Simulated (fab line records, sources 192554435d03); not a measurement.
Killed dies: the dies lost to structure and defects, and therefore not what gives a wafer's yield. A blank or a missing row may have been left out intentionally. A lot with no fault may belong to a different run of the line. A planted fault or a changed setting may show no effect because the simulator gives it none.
Struck lot and sound lot, side by side | flow n5_finfet | 11 steps out of a route of 1938
Sound: the wafers L623.1, L623.4, L623.5. Wafers struck: L619.2, L619.5, L619.6. Last of all comes the cause.
Order at every step that has rows: each side's tool, ch and its chambers, its first start. Under that, the readings that differ: sound wafers | struck wafers | difference of the means | sigmas: that difference in standard deviations of wafers without a fault.
alike: readings with means less than 2 such deviations apart, plus words and numbers identical on both sides. not compared: withheld readings, readings lacking a value on some wafer, bounds such as >300 that could conceal the same value, and numbers that have no deviation in the record and whose values overlap.
A row with sigmas, a row that says differs or no value, or rows on one side alone: a step with any of these is where the two part. Numbers that have no deviation but don't overlap get no sigmas and don't part them. Lack of a reading on every wafer of one side parts them only where that side has two or more wafers.

first, 7 steps without rows for these wafers: N5_ILD0_LINER_00 (material SiNx, target thk 4 nm, pulse time 1 s, purge time 2 s); N5_ILD0_FCVD_FILL_01 (material SiO2 flowable, target thk 200 nm, time 328.3 s); N5_ILD0_CURE_02 (time 1800 s); N5_ILD0_CMP_03 (polishes, stops on SiNx, t overpolish 1.9 s, target thk 197.38 nm); N5_ILD0_CMP_07 (polishes SiO2 flowable, stops on poly-Si, t overpolish 1.18 s, target thk 138.88 nm); N5_ILD0_PRECLEAN_10 (cleans in NF3:NH3, afs cycles 5, time 20 s, sublimation time 60 s); N5_ILD0_ALD_15 (deposits SiNx, target thk 24 nm, pulse time 1 s, ald cycles 480).
N5_ILD0_CMP_12: polishes SiNx, stops on poly-Si, t overpolish 6 s, target thk 17.67 nm.
  sound on cmp-02 ch 2,3, day 7 09:25; struck on cmp-02 ch 0,1,3, day 6 03:29
  no value came back on the struck wafers for any of 7 readings (edge_zone_pressure_frac, head_pressure_psi (psi) and others); on the sound wafers edge_zone_pressure_frac reads 0.990 0.999 1.005
  reading                               | sound          | struck     | difference | sigmas
  model.SiNx_of_ILD0_ALD_15.thk_nm (nm) | 17.4 16.8 19.4 | 24 24 24.2 | +6         |
  not compared: pad_life_wafers
N5_ILD0_THK_MEAS_13:
  sound on film_metro-01 at day 7 09:41; struck on film_metro-02 at day 6 03:40
  reading     | sound          | struck         | difference | sigmas
  thk_nm (nm) | 17.4 16.8 19.3 | 24.0 24.1 24.2 | +6.3       | +5
N5_BEOL_M4_RC_MEAS_101:
  the record has rows for the sound wafers here (prober-01 ch 0, day 14 21:55) and none for the struck ones
-- the record jumps here: 12 days lie between the struck wafers' starts before and after (it left off in module BEOL_M4 and takes up again in module PASSIVATION, whose first step shown is number 1936 of the route) --
N5_PASSIVATION_PROBE_49:
  sound on prober-02 at day 19 17:49; struck on prober-02 at day 17 22:43
  reading                  | sound          | struck         | difference | sigmas
  defect_limited_yield (%) | 89.3 91.3 90.3 | 0 0 0          | -90        | -64
  killed_at_front_end      | 38 47 38       | 1121 1118 1118 | +1078      | +98
  killed_dies              | 126 103 115    | 1180 1180 1180 | +1065      | +67
  killed_on_rim            | 16 12 16       | 152 152 152    | +137       | +38
  sort_bin_5_function (%)  | 6.5 5.3 5.4    | 96.6 96.1 96.3 | +90.6      | +96
  sort_n_pass              | 1054 1077 1065 | 0 0 0          | -1065      | -67
  sort_yield_pct (%)       | 89.3 91.3 90.3 | 0 0 0          | -90        | -64
  alike: killed_at_M0_to_M3, killed_at_M4_up, killed_at_contacts, killed_at_other, killed_open, killed_short, sort_bin_6_memory

== WHERE THEY PART ==
First at N5_ILD0_CMP_12; last, within this record, at N5_PASSIVATION_PROBE_49.

WHY: what the simulator had put in
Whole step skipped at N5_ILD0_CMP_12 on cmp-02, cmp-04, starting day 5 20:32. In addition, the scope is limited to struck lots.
